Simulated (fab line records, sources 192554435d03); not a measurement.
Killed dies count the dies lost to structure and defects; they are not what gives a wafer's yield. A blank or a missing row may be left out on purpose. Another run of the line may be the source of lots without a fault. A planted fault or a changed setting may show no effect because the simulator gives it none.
A lot that was struck, set against a sound lot || flow n5 finfet || 37 out of 1938 route steps
Sound: the wafers L198.1, L198.3, L198.6. Struck: wafer L203.3 (left out: L203.4, L203.6 of the same lot, which were not struck); the cause appears at the end.
At each step with rows: each side's tool, then ch and its chambers, then its first start. Under that, the readings that differ: sound wafers || struck wafers || difference of the means || sigmas: that difference in standard deviations of wafers without a fault.
alike: readings whose means differ by less than 2 such deviations, and words and numbers that are the same on both sides. not compared: withheld readings, readings that some wafer has no value for, bounds like >300 that may hide the same value, and numbers for which the record gives no deviation and whose values overlap.
Wherever a step has rows on one side only, a row that says differs or no value, or a row with sigmas, the two part there. When numbers do not overlap yet have no deviation, they are printed without sigmas and do not part them. A reading that every wafer of one side lacks parts them only if that side has two wafers or more.

first, 9 steps without rows for these wafers: N5_BEOL_M13_PRE_CLEAN_42 (time 30 s); N5_BEOL_M13_SPUTTER_43 (material TaN, target thk 15 nm, time 24.19 s); N5_BEOL_M13_SPUTTER_44 (material Ta, target thk 10 nm, time 16.13 s); N5_BEOL_M13_SPUTTER_45 (material Cu, target thk 80 nm, time 13.33 s); N5_BEOL_M13_ECD_47 (material Cu, target thk 936 nm); N5_BEOL_M13_ANNEAL_48 (time 90 s); N5_BEOL_M13_CMP_49 (polishes, stops on SiOC, t overpolish 17.1 s, target thk 420 nm); N5_BEOL_M13_PRE_CLEAN_52 (time 15 s); N5_BEOL_M13_DEP_53 (deposits SiCN from 3MS/NH3, target thk 50 nm, time 17.8 s).
N5_BEOL_M14_ILD_DEP_00: deposits SiO2 from TEOS/O2, target thk 1119.3 nm, time 237.4 s.
  sound on pecvd-01 ch 1,2, day 12 12:50; struck on pecvd-01 ch 1, day 14 12:24
{"reading": "run length s (s)", "sound": "280.5 279.2 281.1", "struck": 359.3, "difference": "+79.0", "sigmas": "+99 or more"}
{"reading": "model.SiO2_of_BEOL_M14_ILD_DEP_00.thk nm (nm)", "sound": "1121 1109 1137", "struck": 1477, "difference": "+355", "sigmas": ""}
  alike: heater power w, showerhead plenum p Torr, throttle valve pct
N5_BEOL_M14_THK_MEAS_01:
  struck on film metro-01, day 14 12:35; sound on film metro-01, day 12 13:01
{"reading": "M14_ILD_THK (nm)", "sound": "1121 1109 1137", "struck": 1477, "difference": "+355", "sigmas": "+24"}
then, 10 steps without rows for these wafers: N5_BEOL_M14_COAT_58 (time 60 s, resist thk 89 nm); N5_BEOL_M14_COAT_04 (resist thk 800 nm); N5_BEOL_M14_EBR_06; N5_BEOL_M14_SOFTBAKE_05 (time 60 s); N5_BEOL_M14_EXPOSE_07 (exposes mask V13); N5_BEOL_M14_PEB_08 (peb time 90 s); N5_BEOL_M14_DEVELOP_09 (develop time 45 s); N5_BEOL_M14_HARDBAKE_14 (time 120 s); N5_BEOL_M14_DESCUM_15 (chemistry O2, time 7.9 s); N5_BEOL_M14_ETCH_59 (etches BARC in N2/H2, target depth 89 nm, overetch 26.7 nm, time 67.9 s).
N5_BEOL_M14_VIA_ETCH_16: etches SiO2 in C4F8/O2/Ar, target depth 1231.3 nm.
  sound on rie diel-06 ch 1,3, day 12 13:32; struck on rie diel-06 ch 3, day 14 13:12
{"reading": "model.etch.depth nm (nm)", "sound": "1121 1109 1137", "struck": 1477, "difference": "+355", "sigmas": ""}
{"reading": "model.coat_of_BEOL_M14_COAT_04.thk nm (nm)", "sound": "456.6 459 450.8", "struck": 368.4, "difference": -87.1, "sigmas": ""}
  alike: drypump motor current A, oes_f_703_au, oes product au, rf vpp V, showerhead plenum p Torr, throttle valve pct
then, 13 steps without rows for these wafers: N5_BEOL_M14_STRIP_63 (strips in O2); N5_BEOL_M14_STRIP_64 (strips in O2); N5_BEOL_M14_STRIP_71 (strips in post etch residue remover, time 60 s); N5_BEOL_M14_SRD_72 (time 30 s, dry time 30 s); N5_BEOL_M14_COAT_65 (time 60 s, resist thk 450 nm); N5_BEOL_M14_COAT_66 (time 60 s, resist thk 110 nm); N5_BEOL_M14_COAT_22 (resist thk 300 nm); N5_BEOL_M14_EBR_24; N5_BEOL_M14_SOFTBAKE_23 (time 60 s); N5_BEOL_M14_EXPOSE_25 (exposes mask M14, target cd 280 nm); N5_BEOL_M14_PEB_26 (peb time 90 s); N5_BEOL_M14_DEVELOP_27 (develop time 45 s); N5_BEOL_M14_HARDBAKE_32 (time 120 s).
N5_BEOL_M14_CMP_49: polishes, stops on SiO2, t overpolish 5.2 s, target thk 560 nm.
  sound on cmp-03 ch 0,1, day 12 19:38; struck on cmp-01 ch 3, day 14 19:07
{"reading": "model.SiO2_of_BEOL_M14_ILD_DEP_00.thk nm (nm)", "sound": "1039 1027 1054", "struck": 1399, "difference": "+359", "sigmas": ""}
  alike: motor current A
N5_PASSIVATION_PROBE_49:
  record: rows for the struck wafers here (prober-01, day 15 18:47), none for the sound ones

== WHERE THEY PART ==
Last at N5_PASSIVATION_PROBE_49 as far as this record goes, first at N5_BEOL_M14_ILD_DEP_00.

WHY: the cause the simulator had injected
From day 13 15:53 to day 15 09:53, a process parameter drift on pecvd-01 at N5_BEOL_M14_ILD_DEP_00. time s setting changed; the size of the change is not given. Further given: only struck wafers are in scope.
